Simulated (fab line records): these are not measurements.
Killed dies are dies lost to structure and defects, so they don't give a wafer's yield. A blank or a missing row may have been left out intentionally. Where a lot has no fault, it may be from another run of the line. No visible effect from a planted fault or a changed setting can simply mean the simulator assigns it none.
Matching of chambers + flow n5Finfet + 3 sister chambers for N5_BEOL_M5_CO_CAP_78 on cvdCo-01
The step material Co, precursor CCTBA/H2, target thk 2 nm, time 102.1 s. 42 wafers are shown with their chamber, then 12 later ones without.

== WAFERS, EACH WITH ITS CHAMBER ==
| wafer  | chamber | heaterPowerW (W) | susceptorTempC (C) |
|--------|---------|------------------|--------------------|
| L074.2 | 0       | 220              | 199.75             |
| L074.3 | 2       | 227              | 200.00             |
| L074.6 | 2       | 222              | 200.08             |
| L077.2 | 1       | 243              | 199.82             |
| L077.5 | 1       | 231              | 199.78             |
| L077.6 | 0       | 227              | 200.10             |
| L078.1 | 1       | 240              | 200.06             |
| L078.3 | 2       | 217              | 200.10             |
| L078.5 | 0       | 234              | 200.12             |
| L079.1 | 2       | 217              | 200.27             |
| L079.2 | 0       | 231              | 200.01             |
| L079.4 | 2       | 226              | 199.93             |
| L080.1 | 2       | 221              | 200.06             |
| L080.3 | 0       | 227              | 199.99             |
| L080.4 | 2       | 228              | 200.02             |
| L082.2 | 2       | 219              | 199.97             |
| L082.4 | 0       | 224              | 199.83             |
| L082.6 | 2       | 221              | 199.97             |
| L081.1 | 2       | 223              | 200.08             |
| L081.3 | 0       | 231              | 199.99             |
| L081.5 | 2       | 221              | 200.09             |
| L083.1 | 1       | 238              | 200.24             |
| L083.5 | 0       | 222              | 200.19             |
| L083.6 | 2       | 227              | 199.99             |
| L084.3 | 0       | 220              | 200.11             |
| L084.4 | 0       | 227              | 199.99             |
| L084.5 | 2       | 228              | 199.67             |
| L086.1 | 2       | 223              | 200.19             |
| L086.2 | 1       | 238              | 199.90             |
| L086.5 | 2       | 226              | 200.17             |
| L087.3 | 2       | 227              | 199.82             |
| L087.4 | 2       | 227              | 199.59             |
| L087.6 | 1       | 232              | 199.92             |
| L090.3 | 0       | 234              | 200.09             |
| L090.4 | 2       | 222              | 199.76             |
| L090.6 | 1       | 236              | 199.82             |
| L091.1 | 0       | 219              | 200.14             |
| L091.3 | 1       | 243              | 200.11             |
| L091.4 | 1       | 240              | 199.99             |
| L092.2 | 1       | 241              | 199.96             |
| L092.4 | 0       | 231              | 200.03             |
| L092.6 | 1       | 237              | 199.99             |

SIGNATURES (averages over the wafers above)
| reading        | chamber 0 | chamber 1 | chamber 2 | scatter within a chamber |
|----------------|-----------|-----------|-----------|--------------------------|
| heaterPowerW   | 226.69    | 238.09    | 223.44    | 4.32                     |
| susceptorTempC | 200.0262  | 199.9627  | 199.9867  | 0.153                    |
Rule: a wafer lies at a distance from a chamber equal to the root of the sum of squares, over the readings, of (its reading less the chamber's mean, divided by the reading's scatter). If the next closest chamber is less than 2 further off than the closest, the wafer can't be placed; otherwise it belongs to the closest. The scatter: the root of (the sum of the squares of (reading less its chamber's mean) over the shown wafers, divided by (wafers less chambers)).

== WAFERS WHOSE CHAMBER IS MISSING ==
| wafer  | heaterPowerW (W) | susceptorTempC (C) |
|--------|------------------|--------------------|
| L096.2 | 224              | 200.09             |
| L096.3 | 240              | 200.01             |
| L096.4 | 236              | 199.95             |
| L095.1 | 237              | 200.03             |
| L095.3 | 223              | 200.13             |
| L095.4 | 225              | 200.10             |
| L094.1 | 227              | 199.96             |
| L094.4 | 228              | 200.00             |
| L094.6 | 229              | 199.99             |
| L097.1 | 223              | 199.73             |
| L097.2 | 242              | 199.73             |
| L097.6 | 219              | 199.84             |

== CHAMBER TAKEN BY EACH ==
| wafer  | from the rows above          | in truth |
|--------|------------------------------|----------|
| L096.2 | can't be placed: 2 or 0      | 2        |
| L096.3 | 1                            | 1        |
| L096.4 | can't be placed: 1 or 0      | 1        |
| L095.1 | can't be placed: 1 or 0      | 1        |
| L095.3 | can't be placed: 2 or 0      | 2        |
| L095.4 | can't be placed: 0 or 2      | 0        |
| L094.1 | can't be placed: 0 or 2      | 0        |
| L094.4 | can't be placed: 0 or 2      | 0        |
| L094.6 | can't be placed: 0 or 2 or 1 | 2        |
| L097.1 | can't be placed: 2 or 0      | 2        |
| L097.2 | 1                            | 1        |
| L097.6 | can't be placed: 2 or 0      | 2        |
Correct placement for 2 of the 12. Not placeable from these rows: 10 (in 10, the candidates include the true chamber). Placed wrongly: 0.
